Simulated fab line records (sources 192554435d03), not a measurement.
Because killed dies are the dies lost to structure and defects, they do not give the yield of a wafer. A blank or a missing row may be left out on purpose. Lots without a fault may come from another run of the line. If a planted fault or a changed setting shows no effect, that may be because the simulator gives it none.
A struck lot beside a sound one	flow n5Finfet	14 out of 1938 route steps
Sound: these wafers, L590.2, L590.3, L590.4. Struck: wafer L589.6. (L589.4 of the same lot was not struck and is left out.) The cause comes at the end.
At each step with rows: each side's tool, then ch and its chambers, then its first start. Under that, the readings that differ: sound wafers	struck wafers	difference of the means	sigmas: that difference in standard deviations of wafers without a fault.
alike: words and numbers the same on both sides, and readings whose means are apart by under 2 such deviations; not compared: readings that were withheld, readings missing a value for some wafer, numbers with overlapping values and no deviation given by the record, and bounds like >300 which may hide the same value.
A row with sigmas, a row that says differs or no value, or rows on one side alone: a step with any of these is where the two part. Non-overlapping numbers with no deviation appear without sigmas and do not part them. A reading missing from all wafers of one side parts the sides only when that side holds two or more wafers.

first, 4 steps without rows for these wafers: N5_BEOL_M7_SOFTBAKE_06 (time 60 s); N5_BEOL_M7_EXPOSE_08 (exposes mask M7); N5_BEOL_M7_PEB_09 (peb time 60 s); N5_BEOL_M7_DEVELOP_10 (develop time 30 s).
N5_BEOL_M7_CD_MEAS_11: the cd target is 38.5 nm.
  sound on cdSem-03 ch 0, day 13 04:20; struck on cdSem-03 ch 0, day 13 04:10
  alike: cdNm
N5_BEOL_M7_OVL_MEAS_12:
  sound on overlay-01 ch 0, day 13 04:22; struck on overlay-01 ch 0, day 13 04:11
reading	sound	struck	difference	sigmas
M7_OVL (nm)	0.2 1.3 1.4	-0.9	-1.9	-3
N5_BEOL_M7_INSPECT_13: inspects for defects (brightfield).
  sound on defectInspect-02 at day 13 04:23; struck on defectInspect-01 at day 13 04:13
  alike: rawDefectCount
N5_BEOL_M7_DESCUM_16: chemistry O2, time 7.9 s.
  sound on rieDiel-03 ch 0,1,3, day 13 04:34; struck on rieDiel-04 ch 1, day 13 04:16
reading	sound	struck	difference	sigmas
rfFwdPowerW (W)	49.49 49.52 49.71	49.05	-0.52	-2
  alike: drypumpMotorCurrentA, oesProductAu, rfVppV, showerheadPlenumPTorr, tempC, throttleValvePct
  not compared: rfHoursCounterH
N5_BEOL_M7_ETCH_61: etches SiARC in CF4, target depth 45.5 nm, time 75.8 s.
  sound on rieDiel-03 ch 0,1,3, day 13 04:36; struck on rieDiel-04 ch 1, day 13 04:18
  alike: drypumpMotorCurrentA, etchRfOnTimeS, oesProductAu, rfFwdPowerW, rfVppV, showerheadPlenumPTorr, throttleValvePct
  not compared: rfHoursCounterH
N5_BEOL_M7_ETCH_62: etches SOC in N2/H2, target depth 110 nm, overetch 22 nm, time 165 s.
  sound on rieDiel-03 ch 0,1,3, day 13 04:39; struck on rieDiel-04 ch 1, day 13 04:22
  alike: drypumpMotorCurrentA, oesProductAu, rfFwdPowerW, rfVppV, showerheadPlenumPTorr, tempC, throttleValvePct
  not compared: rfHoursCounterH
then, 1 step without rows for these wafers: N5_BEOL_M7_STRIP_68 (strips in N2/H2).
N5_BEOL_M7_STRIP_67: strips in CF4.
  sound on rieDiel-03 ch 0,1,3, day 13 04:48; struck on rieDiel-04 ch 1, day 13 04:30
  alike: drypumpMotorCurrentA, oesProductAu, rfVppV, showerheadPlenumPTorr, throttleValvePct
  not compared: rfHoursCounterH
N5_BEOL_M7_HM_OPEN_17: chemistry Cl2/BCl3, target TiN, target depth 20 nm, overetch 6 nm.
  sound on rieMetal-03 ch 0,1, day 13 04:50; struck on rieMetal-01 ch 1, day 13 04:35
reading	sound	struck	difference	sigmas
model.SOC_of_BEOL_M7_COAT_59.thkNm (nm)	91.8 91.4 92	87.8	-3.9	
  alike: drypumpMotorCurrentA, oesProductAu, rfFwdPowerW, throttleValvePct
  not compared: rfHoursCounterH
N5_BEOL_M7_STRIP_19: strips in O2.
  sound on rieDiel-02 ch 0,2,3, day 13 04:57; struck on rieDiel-04 ch 3, day 13 04:45
  alike: drypumpMotorCurrentA, oesProductAu, rfVppV, showerheadPlenumPTorr, tempC, throttleValvePct
  not compared: rfHoursCounterH

== WHERE THEY PART ==
Last at N5_BEOL_M7_DESCUM_16 as far as this record goes, first at N5_BEOL_M7_OVL_MEAS_12. Later steps at which nothing parts them and some readings are alike: N5_BEOL_M7_ETCH_61, N5_BEOL_M7_ETCH_62, N5_BEOL_M7_STRIP_67, N5_BEOL_M7_HM_OPEN_17, N5_BEOL_M7_STRIP_19.

WHY: the cause the simulator had injected
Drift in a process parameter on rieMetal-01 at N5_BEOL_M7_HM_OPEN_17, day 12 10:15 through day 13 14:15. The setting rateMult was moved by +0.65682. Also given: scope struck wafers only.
